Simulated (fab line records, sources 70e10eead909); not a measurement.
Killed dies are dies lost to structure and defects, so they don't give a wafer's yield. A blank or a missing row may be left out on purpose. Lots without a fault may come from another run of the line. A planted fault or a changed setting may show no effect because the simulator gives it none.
Chamber matching | flow nand_harc | NHARC_THIN_TSV_ETCH_15 on rie_si-02: 4 sister chambers
The step target depth 3000 nm, bosch target overetch cycles 2, bosch etch step 2.8 s. 8 wafers are shown with their chamber, then 7 later ones without.

WAFERS WITH THEIR CHAMBER
wafer  | chamber | drypump_motor_current_A (A)
L084.4 | 3       | 6.1
L087.2 | 1       | 6.3
L087.6 | 0       | 5.9
L093.1 | 0       | 5.9
L093.2 | 2       | 5.8
L093.6 | 3       | 6.1
L095.2 | 1       | 6.3
L095.4 | 2       | 5.9

WAFERS WITHOUT THEIR CHAMBER
wafer  | drypump_motor_current_A (A)
L095.5 | 5.9
L097.1 | 6.1
L097.2 | 5.8
L097.6 | 5.9
L096.1 | 6.4
L096.4 | 5.8
L096.5 | 5.8

WHICH CHAMBER EACH WENT THROUGH
wafer  | from the rows above     | in truth
L095.5 | can't be placed: 0 or 2 | 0
L097.1 | 3                       | 3
L097.2 | can't be placed: 2 or 0 | 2
L097.6 | can't be placed: 0 or 2 | 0
L096.1 | 1                       | 1
L096.4 | can't be placed: 2 or 0 | 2
L096.5 | can't be placed: 2 or 0 | 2
Placed correctly: 2 of 7. Can't be placed from these rows: 5 (the true chamber is among the candidates in 5). Placed wrongly: 0.
How it was worked out, from the rows above alone: a wafer's distance from a chamber is the root of the sum, over the readings, of the square of ((its reading less the chamber's mean) divided by the reading's scatter). The wafer belongs to the nearest chamber; if the next one is less than 2 further off, it can't be placed. A chamber's mean is the mean of its shown wafers. The scatter: the root of (the sum of the squares of (reading less its chamber's mean) over the shown wafers, divided by (wafers less chambers)).
